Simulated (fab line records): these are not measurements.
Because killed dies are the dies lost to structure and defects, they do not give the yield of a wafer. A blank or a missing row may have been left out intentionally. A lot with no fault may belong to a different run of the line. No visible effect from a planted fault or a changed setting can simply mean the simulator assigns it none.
fab line records + flow n5Finfet
[record]
- lots = 10
- wafers = 30
- lastDay = 17
route steps=1938 shown FIN_CUT@174 STI_FIN_REVEAL@187 PASSIVATION@1936
lots that met no fault: taken from a fault-free run of the same line
startH: the number of hours between the record's first day and the start of the first shown wafer of the lot + waitH: how many hours have passed since the lot's step before this one + " repeats the value in the row above + L1.1+2: several wafers, shown together as one row + - no value, or no start given + * or withheld: withheld + < > ~ a bound
route shown NAME@n: NAME is a module with steps in the file, n the number in the route of the first one + usual: mean/standard deviation taken from wafers without a fault + same: alike in all rows + chamber/n: place in a boat + sites: readings site by site + _std_site: the values' standard deviation + _edge_site: inner sites' mean taken away from outer sites' mean + radiusMm: for every site, how far away it sits from the centre of the wafer + mask NAME#n: copy n + behind: tool/chamber where the wafer was last shaped + hold: reason for holding the lot/hours on hold/outcome of the hold + device: transistor that didn't switch, given as n, p or np + end of line: the route-end tests of the same wafers + a step with no rows: only its recipe + killed: count of dies lost to structure and defects at first sort (not the wafer's yield) + map: dies across one wafer; x = killed, . = not, _ = none there
set.NAME: the run value of the setting; set.NAME@STEP: its run value at that earlier step + model.NAME: the simulator's own value behind a step, which no gauge read
a sample of lots followed through the steps of the route, with each step as a table and each wafer as a row
services: from which hour (startH, from the record's first day; less than 0 if before it) a tool's chamber was out of use, for how many hours, and why
[[steps]]
[step N5_FIN_CUT_CUT_ETCH_27]
[recipe]
- chemistry = CHF3/O2
- target = SiO2
- targetDepthA = 40
- maskMaterial = SOC
- overetchA = 20
- timeS = 4.9
- pressureMtorr = 30
- sourceW = 650
- biasW = 170
- Ar_flow_sccm = 200
- CHF3_flow_sccm = 50
- O2_flow_sccm = 5
- ionEnergyEv = 200
[usual]
- drypumpMotorCurrentA = 5.89/0.26
- oesProductAu = 0.61/0.051
- rfVppV = 522/20
- showerheadPlenumPTorr = 2.43/0.06
- throttleValvePct = 18.81/0.22
| lot.wafer | tool       | chamber | startH | waitH | drypumpMotorCurrentA | oesProductAu | rfHoursCounterH | rfVppV | showerheadPlenumPTorr | throttleValvePct |
|-----------|------------|---------|--------|-------|----------------------|--------------|-----------------|--------|-----------------------|------------------|
| L496.2    | rieDiel-06 | 3       | 33.37  | 0.0   | 5.80                 | 0.59         | 172             | 513    | 2.41                  | 19.12            |
| L496.4    | "          | 0       | "      | "     | 5.81                 | 0.60         | 130             | 526    | 2.50                  | 18.77            |
| L496.6    | "          | 2       | "      | "     | 6.03                 | 0.57         | -               | 517    | 2.37                  | 18.69            |
| L497.2    | rieDiel-02 | 0       | 40.28  | 0.0   | 5.50                 | 0.55         | 234             | 538    | 2.37                  | 18.83            |
| L497.5    | "          | 3       | "      | "     | 6.13                 | 0.55         | -               | 488    | 2.39                  | 18.81            |
| L497.6    | "          | 2       | "      | "     | 5.98                 | 0.62         | -               | 503    | 2.44                  | 18.60            |
| L498.1    | rieDiel-03 | 1       | 45.52  | 0.0   | 5.50                 | 0.58         | 167             | 543    | 2.42                  | 19.21            |
| L498.2    | "          | 0       | "      | "     | 5.72                 | 0.63         | 127             | 526    | 2.33                  | 18.87            |
| L498.5    | "          | 1       | "      | "     | 5.48                 | 0.58         | -               | 545    | 2.42                  | 19.19            |
| L499.1    | rieDiel-03 | 2       | 51.20  | 0.0   | 6.05                 | 0.66         | 50              | 484    | 2.45                  | 18.71            |
| L499.2    | "          | 1       | "      | "     | 5.48                 | 0.57         | 169             | 544    | 2.41                  | 19.20            |
| L499.6    | "          | 1       | "      | "     | 5.46                 | 0.58         | -               | 543    | 2.41                  | 19.20            |
| L507.1    | rieDiel-06 | 0       | 102.02 | 0.0   | 5.79                 | 0.59         | 151             | 526    | 2.49                  | 18.81            |
| L507.2    | "          | 2       | "      | "     | 6.04                 | 0.57         | 176             | 519    | 2.37                  | 18.70            |
| L507.5    | "          | 3       | "      | "     | 5.79                 | 0.58         | -               | 514    | 2.41                  | 19.15            |
| L509.1    | rieDiel-03 | 3       | 111.55 | 0.0   | 5.85                 | 0.58         | 204             | 534    | 2.47                  | 18.63            |
| L509.3    | "          | 2       | "      | "     | 6.06                 | 0.65         | 67              | 485    | 2.44                  | 18.75            |
| L509.6    | "          | 1       | "      | "     | 5.43                 | 0.57         | -               | 544    | 2.41                  | 19.23            |
| L510.2    | rieDiel-03 | 0       | 118.97 | 0.0   | 5.72                 | 0.61         | 149             | 526    | 2.32                  | 18.94            |
| L510.5    | "          | 2       | "      | "     | 6.02                 | 0.65         | -               | 484    | 2.44                  | 18.75            |
| L510.6    | "          | 1       | "      | "     | 5.46                 | 0.57         | -               | 543    | 2.41                  | 19.24            |
| L511.2    | rieDiel-03 | 0       | 124.08 | 0.0   | 5.75                 | 0.61         | 150             | 527    | 2.32                  | 18.91            |
| L511.5    | "          | 3       | "      | "     | 5.84                 | 0.57         | -               | 534    | 2.47                  | 18.64            |
| L511.6    | "          | 0       | "      | "     | 5.74                 | 0.61         | -               | 525    | 2.32                  | 18.91            |
| L513.2    | rieDiel-06 | 1       | 137.31 | 0.0   | 6.52                 | 0.70         | 42              | 545    | 2.47                  | 18.57            |
| L513.3    | "          | 0       | "      | "     | 5.80                 | 0.58         | 161             | 525    | 2.49                  | 18.81            |
| L513.5    | "          | 2       | "      | "     | 6.04                 | 0.57         | -               | 516    | 2.36                  | 18.72            |
| L517.3    | rieDiel-03 | 2       | 160.21 | 0.0   | 6.05                 | 0.63         | 80              | 484    | 2.44                  | 18.76            |
| L517.5    | "          | 2       | "      | "     | 6.05                 | 0.63         | -               | 485    | 2.44                  | 18.78            |
| L517.6    | "          | 3       | "      | "     | 5.84                 | 0.57         | -               | 536    | 2.46                  | 18.66            |
[step N5_STI_FIN_REVEAL_CMP_04]
[recipe]
- stopOn = Si3N4
- tOverpolishS = 4
- downForcePsi = 2
- platenRpm = 54.18
- postCmpClean = alkalineBrush
- padVelocityMS = 1.078
- targetThkNm = 131.83
[usual]
- motorCurrentA = 8.1/0.57
- overpolishRunS = 4.001/0.0093
- timeToEndpointS = 105/6.8
[same]
- tOverpolishS = 4
| lot.wafer | tool   | chamber | startH | waitH | motorCurrentA | overpolishRunS | timeToEndpointS |
|-----------|--------|---------|--------|-------|---------------|----------------|-----------------|
| L496.2    | cmp-03 | 0       | 39.76  | 0.1   | 7.9           | 3.993          | 113             |
| L496.4    | "      | 1       | "      | "     | 9.2           | 4.000          | 106             |
| L496.6    | "      | 3       | "      | "     | 7.7           | 3.991          | 102             |
| L497.2    | cmp-02 | 3       | 46.47  | 0.1   | 7.9           | 3.995          | 96              |
| L497.6    | "      | 2       | "      | "     | 8.3           | 3.976          | 102             |
| L497.5    | "      | 3       | "      | "     | 7.8           | 3.990          | 96              |
| L498.2    | cmp-04 | 0       | 51.17  | 0.0   | 8.3           | 4.008          | 107             |
| L498.1    | "      | 1       | "      | "     | 8.4           | 4.014          | 119             |
| L498.5    | "      | 1       | "      | "     | 7.8           | 4.008          | 120             |
| L499.1    | cmp-03 | 0       | 57.08  | 0.1   | 8.3           | 4.019          | 114             |
| L499.2    | "      | 1       | "      | "     | 9.3           | 4.016          | 109             |
| L499.6    | "      | 0       | "      | "     | 8.5           | 4.001          | 116             |
| L507.2    | cmp-04 | 2       | 109.38 | 0.1   | 8.6           | 4.009          | 98              |
| L507.1    | "      | 0       | "      | "     | 8.2           | 4.001          | 108             |
| L507.5    | "      | 2       | "      | "     | 8.6           | 3.999          | 98              |
| L509.1    | cmp-04 | 3       | 117.11 | 0.0   | 7.8           | 4.004          | 106             |
| L509.3    | "      | 1       | "      | "     | 8.8           | 3.994          | 113             |
| L509.6    | "      | 3       | "      | "     | 8.0           | 4.002          | 102             |
| L510.2    | cmp-04 | 0       | 124.92 | 0.0   | 8.0           | 3.995          | 108             |
| L510.5    | "      | 0       | "      | "     | 8.0           | 4.020          | 107             |
| L510.6    | "      | 1       | "      | "     | 8.2           | 3.993          | 125             |
| L511.2    | cmp-03 | 0       | 130.40 | 0.1   | 8.2           | 4.013          | 115             |
| L511.5    | "      | 3       | "      | "     | 8.0           | 4.013          | 107             |
| L511.6    | "      | 0       | "      | "     | 8.3           | 3.996          | 115             |
| L513.2    | cmp-02 | 2       | 142.87 | 0.0   | 7.9           | 3.989          | 103             |
| L513.3    | "      | 0       | "      | "     | 8.3           | 4.006          | 101             |
| L513.5    | "      | 3       | "      | "     | 7.8           | 4.016          | 97              |
| L517.3    | cmp-03 | 0       | 165.89 | 0.1   | 8.8           | 3.997          | 112             |
| L517.6    | "      | 1       | "      | "     | 9.4           | 3.994          | 108             |
| L517.5    | "      | 2       | "      | "     | 7.1           | 3.999          | 101             |
[step N5_STI_FIN_REVEAL_STRIP_24]
[recipe]
- chemistry = N2/H2
- timeS = 90
- powerW = 100
- tempC = 40
- pressureMtorr = 100
- rfFrequencyHz = 6e+07
- biasPowerW = 3
- n2FlowSccm = 300
- h2FlowSccm = 300
[usual]
- biasPowerW = 3.000/0.0087
- drypumpMotorCurrentA = 5.4/0.56
- oesProductAu = 0.74/0.073
- rfVppV = 45.3/0.83
- showerheadPlenumPTorr = 3.34/0.087
- throttleValvePct = 12.23/0.27
| lot.wafer | tool       | chamber | startH | waitH | biasPowerW | drypumpMotorCurrentA | oesProductAu | rfHoursCounterH | rfVppV | showerheadPlenumPTorr | throttleValvePct |
|-----------|------------|---------|--------|-------|------------|----------------------|--------------|-----------------|--------|-----------------------|------------------|
| L496.2    | rieDiel-05 | 0       | 40.28  | 0.0   | 3.008      | 5.9                  | 0.67         | 223             | 45.6   | 3.35                  | 12.30            |
| L496.4    | "          | 2       | "      | "     | 2.990      | 5.2                  | 0.91         | -               | 45.3   | 3.43                  | 11.59            |
| L496.6    | "          | 0       | "      | "     | 3.014      | 5.9                  | 0.67         | -               | 45.6   | 3.35                  | 12.29            |
| L497.2    | rieDiel-04 | 3       | 47.00  | 0.0   | 3.020      | 4.9                  | 0.74         | 149             | 46.3   | 3.49                  | 12.34            |
| L497.5    | "          | 3       | "      | "     | 3.011      | 4.9                  | 0.74         | -               | 44.9   | 3.49                  | 12.31            |
| L497.6    | "          | 0       | "      | "     | 3.003      | 5.5                  | 0.71         | -               | 44.8   | 3.35                  | 12.62            |
| L498.1    | rieDiel-01 | 3       | 51.78  | 0.0   | 3.000      | 4.8                  | 0.71         | 206             | 45.3   | 3.36                  | 12.20            |
| L498.2    | "          | 1       | "      | "     | 2.990      | 4.7                  | 0.76         | 156             | 45.3   | 3.50                  | 12.24            |
| L498.5    | "          | 1       | "      | "     | 2.991      | 4.7                  | 0.76         | -               | 46.0   | 3.50                  | 12.24            |
| L499.1    | rieDiel-04 | 2       | 57.76  | 0.0   | 2.991      | 5.3                  | 0.74         | 145             | 46.5   | 3.28                  | 12.03            |
| L499.2    | "          | 1       | "      | "     | 2.995      | 5.4                  | 0.70         | 212             | 45.4   | 3.21                  | 12.41            |
| L499.6    | "          | 1       | "      | "     | 2.988      | 5.3                  | 0.70         | -               | 43.5   | 3.21                  | 12.41            |
| L507.1    | rieDiel-05 | 1       | 110.33 | 0.0   | 3.001      | 6.4                  | 0.76         | 143             | 45.1   | 3.28                  | 12.29            |
| L507.2    | "          | 3       | "      | "     | 3.007      | 4.9                  | 0.76         | 159             | 45.5   | 3.24                  | 12.26            |
| L507.5    | "          | 1       | "      | "     | 3.008      | 6.4                  | 0.76         | -               | 44.4   | 3.28                  | 12.27            |
| L509.1    | rieDiel-05 | 2       | 117.86 | 0.0   | 2.999      | 5.3                  | 0.86         | 44              | 46.9   | 3.42                  | 11.68            |
| L509.3    | "          | 3       | "      | "     | 2.990      | 4.9                  | 0.75         | 162             | 45.1   | 3.24                  | 12.26            |
| L509.6    | "          | 3       | "      | "     | 2.990      | 4.9                  | 0.75         | -               | 44.4   | 3.24                  | 12.25            |
| L510.2    | rieDiel-04 | 1       | 125.50 | 0.0   | 3.005      | 5.3                  | 0.68         | 237             | 44.8   | 3.20                  | 12.48            |
| L510.5    | "          | 3       | "      | "     | 3.003      | 4.9                  | 0.71         | -               | 46.3   | 3.47                  | 12.40            |
| L510.6    | "          | 2       | "      | "     | 3.005      | 5.3                  | 0.72         | -               | 45.5   | 3.27                  | 12.09            |
| L511.2    | rieDiel-05 | 2       | 131.00 | 0.0   | 3.002      | 5.2                  | 0.86         | 49              | 45.1   | 3.41                  | 11.67            |
| L511.5    | "          | 2       | "      | "     | 3.013      | 5.2                  | 0.86         | -               | 45.1   | 3.41                  | 11.66            |
| L511.6    | "          | 3       | "      | "     | 2.998      | 4.9                  | 0.76         | -               | 45.2   | 3.23                  | 12.29            |
| L513.2    | rieDiel-04 | 2       | 143.55 | 0.0   | 3.019      | 5.3                  | 0.72         | 177             | 44.1   | 3.26                  | 12.10            |
| L513.3    | "          | 1       | "      | "     | 2.993      | 5.3                  | 0.68         | 245             | 44.4   | 3.19                  | 12.51            |
| L513.5    | "          | 1       | "      | "     | 2.993      | 5.3                  | 0.68         | -               | 44.2   | 3.19                  | 12.49            |
| L517.3    | rieDiel-05 | 1       | 166.34 | 0.0   | 3.000      | 6.4                  | 0.74         | 168             | 44.3   | 3.27                  | 12.34            |
| L517.5    | "          | 2       | "      | "     | 3.018      | 5.2                  | 0.83         | -               | 46.2   | 3.41                  | 11.70            |
| L517.6    | "          | 3       | "      | "     | 3.009      | 4.8                  | 0.74         | -               | 45.4   | 3.23                  | 12.31            |
[step N5_STI_FIN_REVEAL_OXIDATION_31]
[recipe]
- chemistry = O2_PLASMA_REMOTE
- tempC = 150
- timeS = 20
- pressureMtorr = 1000
- sourcePowerW = 2000
- o2FlowSccm = 3000
[usual]
- chamberPressureMTorr = 1000.1/0.97
- drypumpMotorCurrentA = 5.4/0.4
- heaterPowerW = 135/4.8
| lot.wafer | tool           | chamber | startH | waitH | chamberPressureMTorr | drypumpMotorCurrentA | heaterPowerW | rfHoursCounterH |
|-----------|----------------|---------|--------|-------|----------------------|----------------------|--------------|-----------------|
| L496.2    | plasmaAsher-02 | 1       | 42.64  | 0.0   | 1002.0               | 5.8                  | 129          | 83              |
| L496.4    | "              | 1       | "      | "     | 999.0                | 5.8                  | 135          | -               |
| L496.6    | "              | 1       | "      | "     | 1001.3               | 5.7                  | 134          | -               |
| L497.2    | plasmaAsher-01 | 1       | 49.56  | 0.2   | -                    | -                    | -            | -               |
| L497.5    | "              | 1       | "      | "     | -                    | -                    | -            | -               |
| L497.6    | "              | 0       | "      | "     | -                    | -                    | -            | -               |
| L498.1    | plasmaAsher-01 | 0       | 54.14  | 0.0   | -                    | -                    | -            | -               |
| L498.2    | "              | 1       | "      | "     | -                    | -                    | -            | -               |
| L498.5    | "              | 1       | "      | "     | -                    | -                    | -            | -               |
| L499.1    | plasmaAsher-01 | 1       | 60.13  | 0.0   | -                    | -                    | -            | -               |
| L499.2    | "              | 0       | "      | "     | -                    | -                    | -            | -               |
| L499.6    | "              | 1       | "      | "     | -                    | -                    | -            | -               |
| L507.1    | plasmaAsher-01 | 1       | 112.70 | 0.0   | 1002.1               | 4.9                  | 133          | 47              |
| L507.2    | "              | 0       | "      | "     | 1001.1               | 5.8                  | 134          | 47              |
| L507.5    | "              | 1       | "      | "     | 998.6                | 4.9                  | 132          | -               |
| L509.1    | plasmaAsher-02 | 1       | 120.23 | 0.0   | 1000.6               | 5.8                  | 139          | 97              |
| L509.3    | "              | 0       | "      | "     | 999.4                | 5.1                  | 142          | -               |
| L509.6    | "              | 1       | "      | "     | 1000.2               | 5.8                  | 134          | -               |
| L510.2    | plasmaAsher-01 | 1       | 127.87 | 0.0   | 1000.7               | 4.9                  | 131          | 48              |
| L510.5    | "              | 0       | "      | "     | 999.6                | 5.8                  | 132          | -               |
| L510.6    | "              | 1       | "      | "     | 999.9                | 4.9                  | 129          | -               |
| L511.2    | plasmaAsher-01 | 1       | 133.37 | 0.0   | 998.8                | 4.9                  | 132          | 49              |
| L511.5    | "              | 0       | "      | "     | 1000.8               | 5.8                  | 136          | -               |
| L511.6    | "              | 1       | "      | "     | 999.9                | 4.9                  | 130          | -               |
| L513.2    | plasmaAsher-01 | 0       | 145.94 | 0.0   | 999.8                | 5.8                  | 129          | 52              |
| L513.3    | "              | 1       | "      | "     | 998.4                | 4.9                  | 129          | -               |
| L513.5    | "              | 0       | "      | "     | 997.8                | 5.8                  | 131          | -               |
| L517.3    | plasmaAsher-01 | 0       | 168.73 | 0.1   | 1000.2               | 5.8                  | 132          | -               |
| L517.5    | "              | 0       | "      | "     | 1000.8               | 5.8                  | 133          | -               |
| L517.6    | "              | 1       | "      | "     | 998.5                | 4.9                  | 128          | -               |
[step N5_STI_FIN_REVEAL_CD_MEAS_22]
[recipe]
- targetCdNm = 6.238
- pitchNm = 28
- polarity = line
[usual]
- cdNm = 6.3/0.31
| lot.wafer | tool     | chamber | startH | waitH | cdNm |
|-----------|----------|---------|--------|-------|------|
| L496.2    | cdSem-02 | -       | 43.16  | 0.0   | 6.2  |
| L496.4    | "        | -       | "      | "     | 6.3  |
| L496.6    | "        | -       | "      | "     | 6.0  |
| L497.2    | cdSem-01 | -       | 50.19  | 0.0   | 7.2  |
| L497.5    | "        | -       | "      | "     | 7.2  |
| L497.6    | "        | -       | "      | "     | 6.9  |
| L498.1    | cdSem-02 | -       | 54.66  | 0.0   | 7.4  |
| L498.2    | "        | -       | "      | "     | 7.4  |
| L498.5    | "        | -       | "      | "     | 7.5  |
| L499.1    | cdSem-02 | -       | 60.64  | 0.0   | 7.8  |
| L499.2    | "        | -       | "      | "     | 7.8  |
| L499.6    | "        | -       | "      | "     | 7.7  |
| L507.1    | cdSem-01 | -       | 113.22 | 0.0   | 5.9  |
| L507.2    | "        | -       | "      | "     | 6.8  |
| L507.5    | "        | -       | "      | "     | 6.5  |
| L509.1    | cdSem-03 | -       | 120.75 | 0.0   | 6.5  |
| L509.3    | "        | -       | "      | "     | 6.4  |
| L509.6    | "        | -       | "      | "     | 6.4  |
| L510.2    | cdSem-03 | -       | 128.39 | 0.0   | 6.2  |
| L510.5    | "        | -       | "      | "     | 5.8  |
| L510.6    | "        | -       | "      | "     | 6.5  |
| L511.2    | cdSem-02 | -       | 133.89 | 0.0   | 6.7  |
| L511.5    | "        | -       | "      | "     | 6.3  |
| L511.6    | "        | -       | "      | "     | 6.6  |
| L513.2    | cdSem-02 | -       | 146.46 | 0.0   | 6.5  |
| L513.3    | "        | -       | "      | "     | 6.4  |
| L513.5    | "        | -       | "      | "     | 6.7  |
| L517.3    | cdSem-02 | -       | 169.41 | 0.0   | 6.1  |
| L517.5    | "        | -       | "      | "     | 6.3  |
| L517.6    | "        | -       | "      | "     | 6.1  |
[step N5_PASSIVATION_PROBE_49]
[usual]
- killed_at_M0_to_M3 = 35/11
- killed_at_M4_up = 13/5.7
- killedAtContacts = 12/5.7
- killedAtFrontEnd = 40/11
- killedAtOther = 4/4.4
- killedDies = 105/18
- killedOpen = 68/14
- killedShort = 34/7.4
[same]
- grossDies = 1180
- killedAtBackSide = 0
| lot.wafer | tool      | chamber | startH | waitH | killed_at_M0_to_M3 | killed_at_M4_up | killedAtContacts | killedAtFrontEnd | killedAtOther | killedDies | killedOpen | killedShort |
|-----------|-----------|---------|--------|-------|--------------------|-----------------|------------------|------------------|---------------|------------|------------|-------------|
| L498.5    | prober-01 | -       | 268.94 | 0.2   | 42                 | 13              | 9                | 53               | 2             | 119        | 83         | 35          |
// killed by level:class
L498.5 BEOL_M3:geometricParticle:open=19 FIN_SAQP:geometricParticle:open=18 STI_FIN_REVEAL:geometricParticle:open=7 BEOL_M4:geometricParticle:open=6 MOL_CONTACT_COAG:geometricParticle:open=6 BEOL_M1:geometricParticle:open=6 STI_FIN_REVEAL:geometricParticle:short=5 GATE_CUT:geometricParticle:short=5
[[services]]
| tool           | chamber | startH | hours | kind   |
|----------------|---------|--------|-------|--------|
| rieDiel-01     | -       | 10.68  | 2.8   | pm     |
| rieDiel-06     | 3       | 11.08  | 7.0   | repair |
| rieDiel-05     | 0       | 12.06  | 4.0   | repair |
| plasmaAsher-02 | -       | 20.83  | 6.0   | repair |
| cmp-04         | -       | 38.74  | 3.1   | repair |
| rieDiel-05     | 1       | 39.10  | 2.4   | repair |
| cmp-03         | -       | 42.01  | 0.9   | repair |
| rieDiel-02     | 3       | 44.06  | 5.9   | repair |
| cmp-04         | -       | 45.22  | 5.4   | repair |
| plasmaAsher-02 | -       | 47.60  | 4.3   | pm     |
| rieDiel-03     | 0       | 47.69  | 2.1   | repair |
| cmp-03         | -       | 50.71  | 6.3   | pm     |
| cmp-02         | -       | 52.29  | 0.9   | repair |
| rieDiel-06     | 2       | 58.47  | 8.6   | repair |
| cmp-02         | -       | 65.60  | 2.1   | repair |
| cmp-03         | -       | 68.20  | 0.2   | repair |
| cmp-02         | -       | 68.38  | 4.7   | pm     |
| rieDiel-05     | -       | 71.46  | 0.8   | repair |
| plasmaAsher-01 | -       | 96.63  | 1.2   | repair |
| rieDiel-05     | 2       | 120.99 | 4.6   | repair |
| cmp-04         | -       | 126.13 | 0.8   | repair |
| cmp-04         | -       | 133.17 | 4.0   | pm     |
| cmp-03         | -       | 134.08 | 1.0   | repair |
| rieDiel-04     | 1       | 152.74 | 6.5   | repair |
[[key]]
[firstSign]
- step = N5_STI_FIN_REVEAL_OXIDATION_31
- reading = toolRecord
- direction = missing
[effect]
- step = N5_STI_FIN_REVEAL_CD_MEAS_22
- reading = cdNm
- direction = up
- sigmas = 3.6
- usual = 6.3
- struck = 7.4
metAt N5_STI_FIN_REVEAL_OXIDATION_31
struckLots L497,L498,L499
testerLeftOut L497,L498,L499
notActingAt N5_FIN_CUT_CUT_ETCH_27,N5_STI_FIN_REVEAL_CMP_04,N5_STI_FIN_REVEAL_STRIP_24
[fault]
- kind = skippedStepWhole
- tool = plasmaAsher-01
- chamber = -
- onsetH = 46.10
- steps = N5_STI_FIN_REVEAL_OXIDATION_31
- scope = struckLotsOnly
// testerLeftOut: of these lots the tester's yield and bins aren't shown, on N5 and GAA mostly nor the transistor test; their killed dies are dies lost to structure and defects alone, not to doping, threshold or leakage, so they don't give the yield
